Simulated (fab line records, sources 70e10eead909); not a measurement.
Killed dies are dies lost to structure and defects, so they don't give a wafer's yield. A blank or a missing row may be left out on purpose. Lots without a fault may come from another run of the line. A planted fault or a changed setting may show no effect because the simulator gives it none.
Chamber matching | flow nand_harc | NHARC_A_M0_PRE_CLEAN_31 on pecvd-02: 3 sister chambers
The step time 12 s. 6 wafers are shown with their chamber, then 7 later ones without.

WAFERS WITH THEIR CHAMBER
wafer  | chamber | rf_fwd_power_W (W) | heater_power_w (W)
L079.6 | 0       | 293.3              | 632
L084.1 | 2       | 293.8              | 689
L084.2 | 1       | 291.8              | 585
L084.6 | 1       | 291.8              | 588
L086.2 | 0       | 293.3              | 541
L086.3 | 2       | 292.5              | 598

WAFERS WITHOUT THEIR CHAMBER
wafer  | rf_fwd_power_W (W) | heater_power_w (W)
L086.5 | 293.4              | 658
L090.1 | 291.7              | 578
L090.3 | 292.1              | 633
L090.6 | 292.7              | 640
L096.4 | 292.8              | 589
L096.5 | 292.8              | 577
L096.6 | 290.9              | 634

WHICH CHAMBER EACH WENT THROUGH
wafer  | from the rows above          | in truth
L086.5 | can't be placed: 2 or 0      | 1
L090.1 | 1                            | 1
L090.3 | can't be placed: 1 or 2 or 0 | 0
L090.6 | can't be placed: 2 or 0 or 1 | 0
L096.4 | can't be placed: 0 or 2 or 1 | 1
L096.5 | can't be placed: 0 or 2 or 1 | 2
L096.6 | 1                            | 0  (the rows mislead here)
Placed correctly: 1 of 7. Can't be placed from these rows: 5 (the true chamber is among the candidates in 4). Placed wrongly: 1.
How it was worked out, from the rows above alone: a wafer's distance from a chamber is the root of the sum, over the readings, of the square of ((its reading less the chamber's mean) divided by the reading's scatter). The wafer belongs to the nearest chamber; if the next one is less than 2 further off, it can't be placed. A chamber's mean is the mean of its shown wafers. The scatter: the root of (the sum of the squares of (reading less its chamber's mean) over the shown wafers, divided by (wafers less chambers)).
